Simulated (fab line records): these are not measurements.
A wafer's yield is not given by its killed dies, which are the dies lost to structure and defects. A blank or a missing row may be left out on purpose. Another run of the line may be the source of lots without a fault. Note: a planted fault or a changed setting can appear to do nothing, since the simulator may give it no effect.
A lot that was struck, set against a sound lot -- flow nandHarc -- 40 steps out of a route of 1302
Sound: the wafers L746.3, L746.4, L746.5. Wafers struck: L762.2, L762.4, L762.6. The cause comes at the end.
At each step with rows: each side's tool, then ch and its chambers, then its first start. Under that, the readings that differ: sound wafers -- struck wafers -- difference of the means -- sigmas: that difference in standard deviations of wafers without a fault.
alike: same words and numbers on both sides, and readings whose means sit less than 2 such deviations apart. not compared: any withheld reading, any reading some wafer has no value for, any bound like >300 that may hide the same value, and any number with overlapping values for which the record gives no deviation.
The two part at a step that has a row with sigmas, a row that says differs or no value, or rows on one side only. Numbers that don't overlap but have no deviation are shown without sigmas and don't part them. A reading that every wafer of one side lacks parts them only if that side has two wafers or more.

first, 7 steps without rows for these wafers: NHARC_A_CHANNEL_HOLE_D1_STRIP_41 (strips in N2/H2); NHARC_A_CHANNEL_HOLE_D1_STRIP_42 (strips in CF4/CHF3); NHARC_A_CHANNEL_HOLE_D1_STRIP_43 (strips in O2/COS); NHARC_A_CHANNEL_HOLE_D1_ETCH_44 (etches the open film in CF4/O2, target depth 140 nm, overetch 14 nm, time 77 s); NHARC_A_CHANNEL_HOLE_D1_STRIP_27 (strips in O2); NHARC_A_CHANNEL_HOLE_D1_PRECLEAN_28 (cleans in SC1); NHARC_A_CHANNEL_HOLE_D1_SRD_29.
NHARC_A_CHANNEL_HOLE_D1_CD_MEAS_30:
  sound on cdSem-01, day 8 20:38; struck on cdSem-03, day 15 17:26
  alike: cdNm
next, for these wafers, 1 step has no rows: NHARC_A_CHANNEL_HOLE_D1_XSEM_31.
NHARC_A_CHANNEL_HOLE_D1_INSPECT_40:
  sound on defectInspect-02, day 8 20:50; struck on defectInspect-01, day 15 17:37
  alike: rawDefectCount
then, 2 steps without rows for these wafers: NHARC_A_CHANNEL_FILL_D1_PRECLEAN_00 (cleans in SC1); NHARC_A_CHANNEL_FILL_D1_SRD_01.
NHARC_A_CHANNEL_FILL_D1_ALD_02: deposits SiO2, target thk 6 nm, pulse time 10 s, ald cycles 60.
  sound on aldHk-04 ch 0,1,2, day 8 23:26; struck on aldHk-03 ch 0,1,2, day 15 17:49
reading,sound,struck,difference,sigmas
aldCycles,60 60 60,38 38 38,-22,
  alike: heaterPowerW, precursorPulseHeightRel
NHARC_A_CHANNEL_FILL_D1_ALD_03: deposits SiNx, target thk 6 nm, pulse time 60 s, ald cycles 58.
  sound: aldSinBatch-01 ch 0; struck: aldSinBatch-02 ch 0
  alike: aldCycles, precursorPulseHeightRel
then, 2 steps without rows for these wafers: NHARC_A_CHANNEL_FILL_D1_ALD_14 (deposits SiO2, target thk 2.5 nm, pulse time 10 s, ald cycles 25); NHARC_A_CHANNEL_FILL_D1_ALD_15 (deposits SiNx, target thk 2 nm, pulse time 60 s, ald cycles 19).
NHARC_A_CHANNEL_FILL_D1_ALD_16: deposits SiO2, target thk 1.5 nm, pulse time 10 s, ald cycles 15.
  sound on aldHk-03 ch 0,2,3, day 9 11:44; struck on aldHk-04 ch 0,1,3, day 16 05:57
  alike: aldCycles, heaterPowerW, precursorPulseHeightRel
then, 3 steps without rows for these wafers: NHARC_A_CHANNEL_FILL_D1_ANNEAL_17 (time 1800 s); NHARC_A_CHANNEL_FILL_D1_CVD_18 (deposits poly-Si, target thk 3 nm); NHARC_A_CHANNEL_FILL_D1_ETCHBACK_19 (etches the open film in HBr/Cl2, target depth 5 nm, time 1.7 s).
NHARC_A_CHANNEL_FILL_D1_ETCHBACK_20: etches the open film in C4F8/O2/Ar, target depth 27 nm, time 13.5 s.
  sound on rieDiel-13 ch 1,2,3, day 9 23:47; struck on rieDiel-13 ch 0,2,3, day 16 17:43
  alike: chamberPressureMTorr, oesProductAu, rfVppV
  not compared: rfHoursCounterH
then, 5 steps without rows for these wafers: NHARC_A_CHANNEL_FILL_D1_STRIP_28 (strips in O2, time 20 s); NHARC_A_CHANNEL_FILL_D1_PRECLEAN_21 (cleans in dHF, time 30 s); NHARC_A_CHANNEL_FILL_D1_SRD_23; NHARC_A_CHANNEL_FILL_D1_CVD_05 (deposits poly-Si, target thk 5 nm); NHARC_A_CHANNEL_FILL_D1_ANNEAL_22 (time 7200 s).
NHARC_A_CHANNEL_FILL_D1_ALD_25: deposits SiOx, target thk 60 nm, pulse time 10 s, ald cycles 600.
  sound on aldHk-01 ch 2,3, day 10 11:40; struck on aldHk-01 ch 0,2, day 17 07:25
  alike: aldCycles, heaterPowerW, precursorPulseHeightRel
then, 7 steps without rows for these wafers: NHARC_A_CHANNEL_FILL_D1_ETCHBACK_08 (etches the open film in C4F8, target depth 220 nm, time 110 s); NHARC_A_CHANNEL_FILL_D1_STRIP_29 (strips in O2, time 20 s); NHARC_A_CHANNEL_FILL_D1_PRECLEAN_30 (cleans in dHF, time 30 s); NHARC_A_CHANNEL_FILL_D1_SRD_31; NHARC_A_CHANNEL_FILL_D1_CVD_09 (deposits poly-Si, target thk 150 nm, time 3000 s); NHARC_A_CHANNEL_FILL_D1_CMP_10 (polishes, target thk 150 nm); NHARC_A_CHANNEL_FILL_D1_SRD_12.
NHARC_A_CHANNEL_FILL_D1_INSPECT_13:
  sound on defectInspect-01, day 10 23:47; struck on defectInspect-01, day 17 17:17
  alike: rawDefectCount
NHARC_A_DECK1_JOINT_ETCHBACK_07: etches the open film in HBr, target depth 105 nm, time 26.9 s.
  sound on rieSi-02 ch 0,2,3, day 10 23:51; struck on rieSi-05 ch 1,2, day 17 17:21
  alike: chamberPressureMTorr, drypumpMotorCurrentA, heBacksideLeakSccm, oesProductAu, throttleValvePct
  not compared: rfHoursCounterH
then, 3 steps without rows for these wafers: NHARC_A_DECK1_JOINT_ETCH_25 (etches SiO2 in dHF, target depth 0.5 nm); NHARC_A_DECK1_JOINT_ETCH_19 (etches poly-Si in TMAH, target depth 3 nm); NHARC_A_DECK1_JOINT_ETCH_18 (etches SiO2 in dHF, target depth 3 nm).
-- jump in the record: it breaks off in module A_DECK1_JOINT and resumes in module END (first step shown: number 1301 of the route), and 14 days separate the struck wafers' starts before and after --
NHARC_END_WLT_00:
  sound on prober-01, day 24 10:55; struck on prober-01, day 31 18:41
reading,sound,struck,difference,sigmas
VT_DECK1_BOTTOM,0.868 0.879 0.871,0.843 0.842 0.842,-0.030,-4
VT_DECK1_BOTTOM_INNER,0.876 0.870 0.870,0.844 0.853 0.841,-0.026,-3
VT_DECK1_MEDIAN_NEAR_BOTTOM,0.873 0.875 0.873,0.841 0.837 0.840,-0.034,-4
VT_DECK1_MEDIAN_NEAR_BOTTOM_INNER,0.878 0.876 0.862,0.836 0.840 0.843,-0.032,-4
VT_DECK1_MIDDLE,0.876 0.884 0.889,0.855 0.854 0.850,-0.030,-4
VT_DECK1_MIDDLE_INNER,0.884 0.877 0.886,0.852 0.852 0.849,-0.031,-4
VT_DECK1_TOP,0.885 0.894 0.893,0.866 0.856 0.863,-0.029,-3
VT_DECK1_TOP_INNER,0.884 0.895 0.897,0.868 0.864 0.858,-0.029,-3
  alike: VT_DECK2_BOTTOM, VT_DECK2_BOTTOM_INNER, VT_DECK2_MEDIAN_NEAR_BOTTOM, VT_DECK2_MEDIAN_NEAR_BOTTOM_INNER, VT_DECK2_MIDDLE, VT_DECK2_MIDDLE_INNER, VT_DECK2_TOP, VT_DECK2_TOP_INNER

## WHERE THEY PART
Only at NHARC_END_WLT_00, within this record.

WHY: what had been put in by the simulator
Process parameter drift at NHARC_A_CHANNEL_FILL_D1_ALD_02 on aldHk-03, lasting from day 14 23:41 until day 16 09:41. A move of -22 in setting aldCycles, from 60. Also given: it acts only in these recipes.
